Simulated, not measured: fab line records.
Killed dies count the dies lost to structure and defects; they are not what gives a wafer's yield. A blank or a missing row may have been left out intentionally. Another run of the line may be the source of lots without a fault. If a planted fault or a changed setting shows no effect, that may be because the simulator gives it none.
Comparing a struck lot with a sound one -- flow nand-harc -- 15 steps out of a route of 1159
Sound: the wafers L434.3, L434.5, L434.6. The struck wafers were L450.2, L450.5, L450.6. At the end, the cause is stated.
For every step that has rows: the tool of each side, followed by ch and its chambers, followed by its first start. Under that, the readings that differ: sound wafers -- struck wafers -- difference of the means -- sigmas: that difference in standard deviations of wafers without a fault.
alike: words and numbers the same on both sides, and readings whose means are apart by under 2 such deviations; not compared: readings that were withheld, readings missing a value for some wafer, numbers with overlapping values and no deviation given by the record, and bounds like >300 which may hide the same value.
The two part at a step that has a row with sigmas, a row that says differs or no value, or rows on one side only. When numbers do not overlap yet have no deviation, they are printed without sigmas and do not part them. A reading missing from all wafers of one side parts the sides only when that side holds two or more wafers.

NHARC_A_CHANNEL_HOLE_D1_ETCH_44: etches the open film in CF4/O2, target depth 140 nm, overetch 14 nm, time 77 s.
  sound on rie-diel-10 ch 0,1, day 9 03:31; struck on rie-diel-10 ch 1,2, day 12 23:43
  alike: drypump-motor-current-A, oes-product-au, rf-fwd-power-W, rf-vpp-V, showerhead-plenum-p-Torr, throttle-valve-pct
  not compared: rf-hours-counter-h
then, 3 steps without rows for these wafers: NHARC_A_CHANNEL_HOLE_D1_STRIP_27 (strips in O2); NHARC_A_CHANNEL_HOLE_D1_PRECLEAN_28 (cleans in SC1); NHARC_A_CHANNEL_HOLE_D1_SRD_29.
NHARC_A_CHANNEL_HOLE_D1_CD_MEAS_30:
  sound: cd-sem-02 at day 9 04:19; struck: cd-sem-02 at day 13 00:47
  alike: cd-nm
NHARC_A_CHANNEL_HOLE_D1_XSEM_31:
  sound on xsem-02 ch 0, day 9 04:25; struck on xsem-01 ch 0, day 13 00:52
reading,sound,struck,difference,sigmas
tilt-deg (degrees),0.14 0.14 0.14,0.06 0.06 0.06,-0.08,-2
  alike: bot-cd-nm, bow-nm
NHARC_A_CHANNEL_HOLE_D1_INSPECT_40:
  sound: defect-inspect-02 at day 9 04:31; struck: defect-inspect-02 at day 13 00:58
  alike: raw-defect-count
then, 2 steps without rows for these wafers: NHARC_A_CHANNEL_FILL_D1_PRECLEAN_00 (cleans in SC1); NHARC_A_CHANNEL_FILL_D1_SRD_01.
NHARC_A_CHANNEL_FILL_D1_ALD_02: deposits SiO2, target thk 6 nm, pulse time 10 s, ald cycles 60.
  sound on ald-hk-03 ch 0,1,3, day 9 04:59; struck on ald-hk-01 ch 0,2,3, day 13 01:25
  alike: ald-cycles, heater-power-w, precursor-pulse-height-rel
then, 1 step without rows for these wafers: NHARC_A_CHANNEL_FILL_D1_ALD_03 (deposits SiNx, target thk 6 nm, pulse time 60 s, ald cycles 58).
NHARC_A_CHANNEL_FILL_D1_ALD_14: deposits SiO2, target thk 2.5 nm, pulse time 10 s, ald cycles 25.
  sound on ald-hk-01 ch 0,2,3, day 9 12:16; struck on ald-hk-02 ch 0,1,3, day 13 07:56
  alike: ald-cycles, heater-power-w, precursor-pulse-height-rel
NHARC_A_CHANNEL_FILL_D1_ALD_15: deposits SiNx, target thk 2 nm, pulse time 60 s, ald cycles 19.
  sound on ald-sin-batch-01 ch 0, day 9 15:19; struck on ald-sin-batch-02 ch 0, day 13 10:59
reading,sound,struck,difference,sigmas
ald-cycles,19 19 19,15 15 15,-4,
  alike: precursor-pulse-height-rel
NHARC_A_CHANNEL_FILL_D1_ALD_16: deposits SiO2, target thk 1.5 nm, pulse time 10 s, ald cycles 15.
  sound on ald-hk-01 ch 0,2,3, day 9 17:28; struck on ald-hk-03 ch 0,1,2, day 13 16:40
  alike: ald-cycles, heater-power-w, precursor-pulse-height-rel
then, 1 step without rows for these wafers: NHARC_END_SORT_01.

WHERE THEY PART
Within this record, at NHARC_A_CHANNEL_HOLE_D1_XSEM_31 only. Later steps at which nothing parts them and some readings are alike: NHARC_A_CHANNEL_HOLE_D1_INSPECT_40, NHARC_A_CHANNEL_FILL_D1_ALD_02, NHARC_A_CHANNEL_FILL_D1_ALD_14, NHARC_A_CHANNEL_FILL_D1_ALD_15, NHARC_A_CHANNEL_FILL_D1_ALD_16.

WHY: the cause the simulator had injected
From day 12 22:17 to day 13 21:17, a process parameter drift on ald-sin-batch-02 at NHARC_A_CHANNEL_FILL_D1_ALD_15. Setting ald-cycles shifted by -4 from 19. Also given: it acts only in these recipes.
